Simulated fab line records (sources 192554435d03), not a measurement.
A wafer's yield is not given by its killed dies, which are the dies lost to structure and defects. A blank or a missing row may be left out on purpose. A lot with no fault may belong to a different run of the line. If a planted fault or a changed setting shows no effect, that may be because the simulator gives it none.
Struck lot and sound lot, side by side / flow n5Finfet / 36 steps out of a route of 1938
Sound: these wafers, L444.1, L444.2, L444.3. Struck: wafers L454.1, L454.2, L454.3. The cause is named last.
Per side, at each step with rows, come the tool, then ch with its chambers, and then its first start. Under that, the readings that differ: sound wafers / struck wafers / difference of the means / sigmas: that difference in standard deviations of wafers without a fault.
alike: words and numbers the same on both sides, and readings whose means are apart by under 2 such deviations; not compared: readings that were withheld, readings missing a value for some wafer, numbers with overlapping values and no deviation given by the record, and bounds like >300 which may hide the same value.
A row with sigmas, a row that says differs or no value, or rows on one side alone: a step with any of these is where the two part. When numbers do not overlap yet have no deviation, they are printed without sigmas and do not part them. Lack of a reading on every wafer of one side parts them only where that side has two or more wafers.

first, 9 steps without rows for these wafers: N5_BEOL_M4_ANNEAL_95 (time 240 s); N5_BEOL_M4_SPUTTER_96 (material Cu, target thk 4.5 nm, time 8.29 s); N5_BEOL_M4_ECD_50 (material Cu, target thk 300 nm); N5_BEOL_M4_ANNEAL_51 (time 90 s); N5_BEOL_M4_CMP_52 (polishes, stops on SiOC, t overpolish 6.8 s, target thk 40 nm); N5_BEOL_M4_PRE_CLEAN_60 (time 15 s); N5_BEOL_M4_CO_CAP_55 (material Co, precursor CCTBA/H2, target thk 2 nm, time 102.1 s); N5_BEOL_M4_PRE_CLEAN_56 (time 15 s); N5_BEOL_M4_DEP_57 (deposits SiCN from 3MS/NH3, target thk 8 nm, time 14 s).
N5_BEOL_M4_RC_MEAS_101:
  sound on prober-02 ch 0, day 9 05:28; struck on prober-01 ch 0, day 11 17:29
  alike: DIBL_N, DIBL_P, IOFF_N, IOFF_P, ION_N, ION_P, SS_N, SS_P, VT_N, VT_P
then, 24 steps without rows for these wafers: N5_BEOL_M5_ILD_DEP_00 (deposits SiCOH lowk from DEMS/porogen, target thk 140.64 nm, time 25.9 s); N5_BEOL_M5_CURE_79 (cures SiCOH lowk, time 240 s); N5_BEOL_M5_PECVD_70 (deposits SiO2 from TEOS/O2, target thk 16 nm, time 18 s); N5_BEOL_M5_HM_DEP_02 (deposits TiN, target thk 20 nm); N5_BEOL_M5_COAT_59 (time 60 s, resist thk 60 nm); N5_BEOL_M5_COAT_60 (time 60 s, resist thk 12 nm); N5_BEOL_M5_COAT_71 (time 60 s, resist thk 5 nm); N5_BEOL_M5_COAT_05 (resist thk 30 nm); N5_BEOL_M5_EBR_07; N5_BEOL_M5_SOFTBAKE_06 (time 60 s); N5_BEOL_M5_EXPOSE_08 (exposes mask M5, target cd 28 nm); N5_BEOL_M5_PEB_09 (peb time 60 s); N5_BEOL_M5_DEVELOP_10 (develop time 30 s); N5_BEOL_M5_DESCUM_16 (chemistry O2, time 7 s); N5_BEOL_M5_ETCH_72 (etches underlayer in N2/H2, target depth 6.5 nm, time 5.2 s); N5_BEOL_M5_ETCH_61 (etches SiARC in CF4, target depth 15.6 nm, time 26 s); N5_BEOL_M5_ETCH_62 (etches SOC in N2/H2, target depth 75 nm, overetch 15 nm, time 112.5 s); N5_BEOL_M5_STRIP_63 (strips in N2/H2); N5_BEOL_M5_STRIP_73 (strips in N2/H2); N5_BEOL_M5_STRIP_64 (strips in CF4); N5_BEOL_M5_HM_OPEN_17 (chemistry Cl2/BCl3, target TiN, target depth 20 nm, overetch 6 nm); N5_BEOL_M5_STRIP_19 (strips in O2); N5_BEOL_M5_COAT_65 (time 60 s, resist thk 60 nm); N5_BEOL_M5_COAT_66 (time 60 s, resist thk 12 nm).
-- the record jumps here: 4 days lie between the struck wafers' starts before and after (it left off in module BEOL_M5 and takes up again in module MIM_TOP, whose first step shown is number 1838 of the route) --
N5_MIM_TOP_SPUTTER_03: material TiN, target thk 35 nm, time 89.7 s.
  sound: pvdSputter-01 at day 13 02:32; struck: pvdSputter-01 at day 15 11:03
reading=cathodeDcPowerW (W); sound=2999.1 3000.1 3000.6; struck=3706.2 3706.5 3707.0; difference=+706.6; sigmas=+99 or more
reading=model.TiN_of_MIM_TOP_SPUTTER_03.thkNm (nm); sound=34.6 34.4 34; struck=42.6 42.4 43; difference=+8.3; sigmas=
  alike: throttleValvePct
N5_PASSIVATION_PROBE_49:
  rows exist in the record for the struck wafers here (prober-02, day 15 23:14), but not for the sound ones

== WHERE THEY PART ==
Earliest at N5_MIM_TOP_SPUTTER_03; latest, in this record, at N5_PASSIVATION_PROBE_49.

WHY: whatever the simulator had introduced
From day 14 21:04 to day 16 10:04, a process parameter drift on pvdSputter-01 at N5_MIM_TOP_SPUTTER_03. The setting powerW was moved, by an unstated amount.
